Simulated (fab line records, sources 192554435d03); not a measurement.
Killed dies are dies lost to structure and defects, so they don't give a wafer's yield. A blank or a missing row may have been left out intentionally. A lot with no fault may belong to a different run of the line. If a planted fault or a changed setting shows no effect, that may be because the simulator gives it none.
Code-filled problem report in 8D (eight disciplines) form :: flow n5_finfet :: the parts of the form that need people (team, actions taken, sign-off) are left out

## 1. WHAT IS WRONG
plate_temp_C at N5_BEOL_M3_COAT_73 reads a mean of 207.00 C on 6 wafers of 2 lots; wafers without a fault read 204.99 C with a standard deviation of 0.17. That is +12 standard deviations from the usual mean.
The step: time 60 s, resist thk 5 nm.
The first sign was on wafer L868.2 at day 9 15:34, on litho_track-04. The record has a number at this step for 18 wafers belonging to 6 lots. Rule for "out" (also "out of limits"): further than 4 standard deviations from the usual mean. All remaining wafers that have a number are taken as sound.

## 2. WHAT IT IS, WHAT IT ISN'T
question: which readings at this step
is: plate_temp_C
is not: chill_plate_temp_C, dispense_pressure_kPa

question: which lots
is: L868, L869
is not: L859, L862, L879, L880

question: which wafers of those lots
is: all that have a number
is not: -

question: read on which tools
is: litho_track-04
is not: litho_track-02

question: when
is: from day 9 15:34
is not: up to then (6 sound wafers); but 6 sound wafers of L879, L880 came after

## 3. THE SUSPECTS, EACH WITH WHAT RULES IT OUT
Counting: a tool at any process step up to the reading remains a suspect when it ran all the lots that are out and ran no sound lot after the first of those.
- cvd_co-02 at N5_BEOL_M2_PRE_CLEAN_60 (time 15 s): ruled out as a lasting fault. Sound lots L880 ran on it after its first lot that is out, L868 (day 9 13:13).
- cvd_co-02 at N5_BEOL_M2_CO_CAP_55 (material Co, precursor CCTBA/H2, target thk 2 nm, time 102.1 s): ruled out as a lasting fault. Sound lots L880 ran on it after its first lot that is out, L868 (day 9 13:15).
- pecvd-03 at N5_BEOL_M2_DEP_57 (deposits SiCN from 3MS/NH3, target thk 8 nm, time 14 s): ruled out as a lasting fault. Sound lots L879 ran on it after its first lot that is out, L868 (day 9 13:22).
- litho_track-04 at N5_BEOL_M3_COAT_73 (time 60 s, resist thk 5 nm): ruled out as a lasting fault. Sound lots L879 ran on it after its first lot that is out, L868 (day 9 15:34).
Left after counting: nothing in the record.

## 4. THE CAUSE (what the simulator had put in)
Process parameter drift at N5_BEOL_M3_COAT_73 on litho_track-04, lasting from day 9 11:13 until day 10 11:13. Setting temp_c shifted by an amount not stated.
Counting ruled it out, wrongly.

## 5. SEQUENCE OF EFFECTS, ordered by route
One row per reading whose mean, taken over the struck wafers that have a number, lies over 3 standard deviations from the usual. Scope: only readings with a usual standard deviation given in the record; hours: median across lots of the time from each lot's start at the first step in this table that gives one to its start at this step; sigmas: change in usual standard deviations.
hours: 0
step: N5_BEOL_M3_COAT_73
reading: heater_power_total_W
usual: 391.5 W
on struck wafers: 396.1
change: +4.6
sigmas: +3.3

hours: 0
step: N5_BEOL_M3_COAT_73
reading: plate_temp_C
usual: 204.99 C
on struck wafers: 207.00
change: +2.00
sigmas: +12
It contains these process steps:
- N5_BEOL_M3_COAT_73: time 60 s, resist thk 5 nm.
Later steps that measure or inspect, where all struck wafers having a row at the step show a number for every such reading and not one has moved that far: N5_BEOL_M4_RC_MEAS_101.

## 6. WHAT WOULD HAVE CAUGHT IT SOONER
The fault began at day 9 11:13; the first out-of-limits reading in this record came at day 9 15:34, 4 hours later.
